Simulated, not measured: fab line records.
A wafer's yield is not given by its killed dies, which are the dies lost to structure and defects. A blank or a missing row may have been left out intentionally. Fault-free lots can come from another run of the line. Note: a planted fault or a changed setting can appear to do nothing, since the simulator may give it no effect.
Which of the tools did it? :: flow n5Finfet :: 9 lots, 27 wafers sampled, at 5 steps of a route of 1938

== WHAT THE GAUGES READ, wafer by wafer ==
N5_BEOL_M4_INSPECT_59: inspects for defects (darkfield).
lot: L114
measured: day 7 17:35
on: defectInspect-02
rawDefectCount: 104 69 88

lot: L115
measured: day 8 04:11
on: defectInspect-01
rawDefectCount: 112 72 47

lot: L118
measured: day 9 00:17
on: defectInspect-01
rawDefectCount: 109 90 64

lot: L120
measured: day 9 03:36
on: defectInspect-01
rawDefectCount: 59 78 70

lot: L122
measured: day 9 23:43
on: defectInspect-02
rawDefectCount: 60 119 91

lot: L124
measured: day 10 16:00
on: defectInspect-02
rawDefectCount: 76 80 52

lot: L125
measured: day 10 21:50
on: defectInspect-01
rawDefectCount: 99 77 61

lot: L130
measured: day 12 11:40
on: defectInspect-01
rawDefectCount: 79 99 73

lot: L131
measured: day 12 14:17
on: defectInspect-02
rawDefectCount: 112 47 62

== EACH LOT AND THE TOOL THAT RAN IT (in order: tool; ch and the chambers of the sampled wafers; start) ==
lot: L114
N5_BEOL_M4_PECVD_72: pecvd-01 ch 0,1, day 7 04:04
N5_BEOL_M4_SPUTTER_88: pvdSputter-01, day 7 15:38
N5_BEOL_M4_ANNEAL_51: rtpAnneal-01 ch 0, day 7 16:45
N5_BEOL_M4_CMP_52: cmp-02 ch 0,2,3, day 7 17:00

lot: L115
N5_BEOL_M4_PECVD_72: pecvd-04 ch 1,2, day 7 14:22
N5_BEOL_M4_SPUTTER_88: pvdSputter-03, day 8 01:19
N5_BEOL_M4_ANNEAL_51: rtpAnneal-02 ch 0, day 8 03:20
N5_BEOL_M4_CMP_52: cmp-03 ch 0,1, day 8 03:38

lot: L118
N5_BEOL_M4_PECVD_72: pecvd-02 ch 0,1, day 8 11:51
N5_BEOL_M4_SPUTTER_88: pvdSputter-01, day 8 22:00
N5_BEOL_M4_ANNEAL_51: rtpAnneal-02 ch 0, day 8 23:10
N5_BEOL_M4_CMP_52: cmp-03 ch 1,2, day 8 23:41

lot: L120
N5_BEOL_M4_PECVD_72: pecvd-02 ch 0,1, day 8 15:05
N5_BEOL_M4_SPUTTER_88: pvdSputter-01, day 9 01:23
N5_BEOL_M4_ANNEAL_51: rtpAnneal-02 ch 0, day 9 02:38
N5_BEOL_M4_CMP_52: cmp-02 ch 0,1,3, day 9 03:06

lot: L122
N5_BEOL_M4_PECVD_72: pecvd-02 ch 0,1,2, day 9 04:15
N5_BEOL_M4_SPUTTER_88: pvdSputter-02, day 9 21:46
N5_BEOL_M4_ANNEAL_51: rtpAnneal-02 ch 0, day 9 22:50
N5_BEOL_M4_CMP_52: cmp-01 ch 0,2,3, day 9 23:11

lot: L124
N5_BEOL_M4_PECVD_72: pecvd-04 ch 0,1,2, day 10 03:47
N5_BEOL_M4_SPUTTER_88: pvdSputter-01, day 10 13:56
N5_BEOL_M4_ANNEAL_51: rtpAnneal-02 ch 0, day 10 15:10
N5_BEOL_M4_CMP_52: cmp-03 ch 1,2,3, day 10 15:25

lot: L125
N5_BEOL_M4_PECVD_72: pecvd-04 ch 0,1,2, day 10 05:59
N5_BEOL_M4_SPUTTER_88: pvdSputter-01, day 10 19:53
N5_BEOL_M4_ANNEAL_51: rtpAnneal-01 ch 0, day 10 20:58
N5_BEOL_M4_CMP_52: cmp-01 ch 0,2,3, day 10 21:16

lot: L130
N5_BEOL_M4_PECVD_72: pecvd-02 ch 0,1,2, day 11 21:50
N5_BEOL_M4_SPUTTER_88: pvdSputter-01, day 12 08:17
N5_BEOL_M4_ANNEAL_51: rtpAnneal-01 ch 0, day 12 10:46
N5_BEOL_M4_CMP_52: cmp-02 ch 0,2, day 12 11:05

lot: L131
N5_BEOL_M4_PECVD_72: pecvd-02 ch 0,1, day 12 01:04
N5_BEOL_M4_SPUTTER_88: pvdSputter-03, day 12 11:51
N5_BEOL_M4_ANNEAL_51: rtpAnneal-01 ch 0, day 12 13:06
N5_BEOL_M4_CMP_52: cmp-03 ch 0,1,3, day 12 13:24
- N5_BEOL_M4_PECVD_72: deposits SiO2 from TEOS/O2, target thk 16 nm, time 18 s.
- N5_BEOL_M4_SPUTTER_88: material Cu, target thk 4.5 nm, time 8.29 s.
- N5_BEOL_M4_ANNEAL_51: time 90 s.
- N5_BEOL_M4_CMP_52: polishes, stops on SiOC, t overpolish 6.8 s, target thk 40 nm.

== THE ANSWER, worked out from the rows above alone ==
Rule: the usual values come from the lots themselves. Put in order of their means at a reading, lots are off if they are a third of the lots or fewer, leave a main group of 4 or more, and stand apart from it by a gap of 3 or more times the standard deviation of the main group's means; of several such gaps the widest counts. A main group is skipped when, at the precision printed for the reading in the tables above, its means are all equal. Also off: a lot with no number at a reading for which 4 or more lots have one. All remaining lots with rows at the step are treated as sound.
No lot is off at any reading shown: from this, nothing can be told.

== WHAT THE SIMULATOR HAD PUT IN ==
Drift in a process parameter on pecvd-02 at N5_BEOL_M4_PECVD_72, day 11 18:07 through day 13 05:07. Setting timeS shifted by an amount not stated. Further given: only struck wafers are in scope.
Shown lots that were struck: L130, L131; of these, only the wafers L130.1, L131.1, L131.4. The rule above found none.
